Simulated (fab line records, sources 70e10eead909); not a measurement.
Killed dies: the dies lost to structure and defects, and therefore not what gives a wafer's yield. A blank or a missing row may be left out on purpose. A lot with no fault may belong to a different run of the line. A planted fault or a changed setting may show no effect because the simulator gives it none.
fab line records    flow nand-harc
record: lots: 7  wafers: 21  last-day: 32
route steps=1302 shown A_BLC@1133 A_M0@1137
lots that met no fault: from a run of the same line without faults
start-h: hours from the record's first day to the start of the lot's first wafer shown    wait-h: hours since the lot's step before    " identical to the entry in the row above    L1.1+2: several wafers, shown together as one row    - either no value or no given start    * or withheld: withheld    < > ~ a bound
route shown NAME@n: NAME is a module with steps in the file, n the number in the route of the first one    usual: mean/standard deviation of fault-free wafers    same: alike in all rows    chamber/n: place in a boat    sites: each site's reading    _std_site: standard deviation across them    _edge_site: the outer-site mean with the inner-site mean subtracted    radius-mm: how far each site lies from the wafer's centre    mask NAME#n: copy n    behind: tool/chamber where the wafer was last shaped    hold: reason for holding the lot/hours on hold/outcome of the hold    device: transistor that didn't switch, given as n, p or np    end of line: at the end of the route, the tests of the same wafers    a step given without rows: its recipe and nothing more    killed: the dies lost at the first sort to structure and to defects; this is not the yield of the wafer    map: a wafer's dies, marking killed ones x, the rest . and places with no die _
set.NAME: the run value of the setting; set.NAME@STEP: its run value at that earlier step    model.NAME: the simulator's own value behind a step, which no gauge read
lots at selected steps of the route; one table per step, one row per wafer
services: when a tool's chamber went out of use (start-h, in hours from the record's first day, below 0 if earlier), for how many hours, and the reason
== steps ==
step: NHARC_A_BLC_CMP_25
recipe: t-overpolish-s: 30  target-thk-nm: 150
usual: motor-current-A: 11.8/1.2  overpolish-run-s: 30.000/0.0093  time-to-endpoint-s: 30.9/2.6
lot.wafer  tool    chamber  start-h  wait-h  motor-current-A  overpolish-run-s  time-to-endpoint-s
L338.4     cmp-03  0        533.40   0.3     12.5             29.998            29.3
L338.3     "       3        "        "       13.0             29.999            33.8
L338.6     "       1        "        "       10.9             29.996            33.5
L340.2     cmp-01  0        552.71   0.5     10.6             29.991            30.1
L340.4     "       1        "        "       10.8             29.989            30.8
L340.6     "       0        "        "       11.4             29.988            31.2
L347.4     cmp-04  2        621.21   0.3     10.6             29.987            27.0
L347.5     "       1        "        "       11.7             29.988            34.2
L347.6     "       2        "        "       10.8             30.013            27.1
L346.4     cmp-01  1        639.37   0.3     11.2             29.994            30.7
L346.1     "       3        "        "       10.0             30.005            33.8
L346.6     "       1        "        "       10.6             30.000            33.9
L348.4     cmp-03  3        648.99   0.3     13.0             30.005            34.5
L348.2     "       0        "        "       12.9             29.995            26.0
L348.1     "       1        "        "       10.8             30.020            29.0
L356.3     cmp-01  2        711.85   0.4     11.1             30.030            29.8
L356.6     "       3        "        "       10.6             30.000            32.3
L356.5     "       0        "        "       11.4             30.006            31.3
L357.1     cmp-04  1        721.46   0.5     11.9             29.998            35.7
L357.4     "       2        "        "       10.8             29.997            29.2
L357.5     "       3        "        "       14.2             30.002            33.5
step: NHARC_A_BLC_SRD_27
step: NHARC_A_BLC_INSPECT_28
usual: raw-defect-count: 502/97
lot.wafer  tool               chamber  start-h  wait-h  raw-defect-count
L338.3     defect-inspect-02  -        533.80   0.1     571
L338.4     "                  -        "        "       615
L338.6     "                  -        "        "       487
L340.2     defect-inspect-01  -        553.11   0.1     597
L340.4     "                  -        "        "       626
L340.6     "                  -        "        "       663
L347.4     defect-inspect-02  -        621.58   0.1     663
L347.5     "                  -        "        "       461
L347.6     "                  -        "        "       576
L346.1     defect-inspect-01  -        639.74   0.1     314
L346.4     "                  -        "        "       400
L346.6     "                  -        "        "       560
L348.1     defect-inspect-01  -        649.37   0.1     462
L348.2     "                  -        "        "       439
L348.4     "                  -        "        "       575
L356.3     defect-inspect-02  -        712.18   0.1     743
L356.5     "                  -        "        "       643
L356.6     "                  -        "        "       469
L357.1     defect-inspect-02  -        721.82   0.1     398
L357.4     "                  -        "        "       409
L357.5     "                  -        "        "       417
step: NHARC_A_M0_DEP_00
recipe: target-thk-a: 1500  target-thk-nm: 150  temp-c: withheld  pressure-torr: 5  flow-sccm: 200  rf-w: 600  material: SiOC
step: NHARC_A_M0_DEHYDRATE_01
recipe: temp-c: 150  time-s: 120
step: NHARC_A_M0_HMDS_02
recipe: time-s: 30
step: NHARC_A_M0_COAT_33
recipe: temp-c: 200  time-s: 65
step: NHARC_A_M0_COAT_03
recipe: spin-rpm: 1500  resist-thk-nm: 90
step: NHARC_A_M0_SOFTBAKE_04
recipe: temp-c: 105  time-s: 55
step: NHARC_A_M0_EBR_05
step: NHARC_A_M0_EXPOSE_06
recipe: na: 1.35  target-cd-nm: 80  dose-mj: 83.25  mask-id: A_M0
step: NHARC_A_M0_PEB_07
recipe: peb-temp-c: 100  peb-time-s: 65
usual: chill-plate-temp-C: 23.00/0.11  exhaust-pa: 45.0/0.86
lot.wafer  tool            chamber  start-h  wait-h  chill-plate-temp-C  exhaust-pa
L338.3     litho-track-04  0        534.63   0.0     23.08               44.5
L338.4     "               0        "        "       23.02               44.7
L338.6     "               0        "        "       22.84               44.7
L340.2     litho-track-06  0        553.93   0.1     23.23               44.7
L340.4     "               0        "        "       23.22               44.4
L340.6     "               0        "        "       23.14               45.4
L347.4     litho-track-06  -        622.44   0.0     -                   -
L347.5     "               -        "        "       -                   -
L347.6     "               -        "        "       -                   -
L346.1     litho-track-06  -        640.44   0.1     -                   -
L346.4     "               -        "        "       -                   -
L346.6     "               -        "        "       -                   -
L348.1     litho-track-04  -        650.19   0.1     -                   -
L348.2     "               -        "        "       -                   -
L348.4     "               -        "        "       -                   -
L356.3     litho-track-01  0        712.87   0.0     22.90               45.8
L356.5     "               0        "        "       22.96               45.0
L356.6     "               0        "        "       22.93               45.9
L357.1     litho-track-01  0        722.64   0.1     22.90               45.5
L357.4     "               0        "        "       23.00               45.2
L357.5     "               0        "        "       23.02               46.3
step: NHARC_A_M0_DEVELOP_08
recipe: develop-time-s: 35  dev-temp-c: 23
== services ==
tool            chamber  start-h  hours  kind
cmp-01          -        527.30   3.8    repair
litho-track-06  -        529.00   7.0    pm
cmp-04          -        542.58   2.1    repair
litho-track-04  -        553.00   7.0    pm
cmp-03          -        554.29   4.0    pm
cmp-03          -        568.83   0.8    repair
cmp-04          -        576.37   1.1    repair
cmp-01          -        577.52   4.0    pm
cmp-04          -        580.62   0.4    repair
cmp-01          -        581.52   -      consumable-replace:conditioner
cmp-01          -        581.52   -      consumable-replace:pad
cmp-04          -        601.14   4.0    pm
cmp-01          -        617.94   2.3    repair
cmp-04          -        644.88   5.8    repair
cmp-03          -        652.31   4.0    pm
cmp-03          -        660.75   0.5    repair
cmp-04          -        663.65   0.8    repair
cmp-04          -        665.70   2.4    repair
cmp-01          -        675.52   4.0    pm
litho-track-01  -        680.00   7.0    pm
cmp-04          -        683.68   0.2    repair
cmp-04          -        699.14   4.0    pm
litho-track-06  -        704.00   7.0    pm
cmp-01          -        712.28   2.4    repair
== key ==
first-sign: step: NHARC_A_M0_PEB_07  reading: tool-record  direction: missing
effect none on later readings
met-at NHARC_A_M0_PEB_07
struck-wafers L346.1,L346.4,L346.6,L347.4,L347.5,L347.6,L348.1,L348.2,L348.4
later-rows-left-out L346.1,L346.4,L346.6,L347.4,L347.5,L347.6,L348.1,L348.2,L348.4
sort-left-out L346.1,L346.4,L346.6,L347.4,L347.5,L347.6,L348.1,L348.2,L348.4
onset-between 553.93 622.44
fault: kind: skipped-step-whole  tool: litho-track-04,litho-track-06  chamber: -  onset-h: 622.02  steps: NHARC_A_M0_PEB_07  scope: struck-lots-only
sort-left-out: the simulated sort isn't trusted on such a fault, so these wafers' sort isn't shown, and their yield isn't known
later-rows-left-out: the simulator's readings of these wafers behind a module that went badly wrong aren't trusted and aren't shown, but for the sort
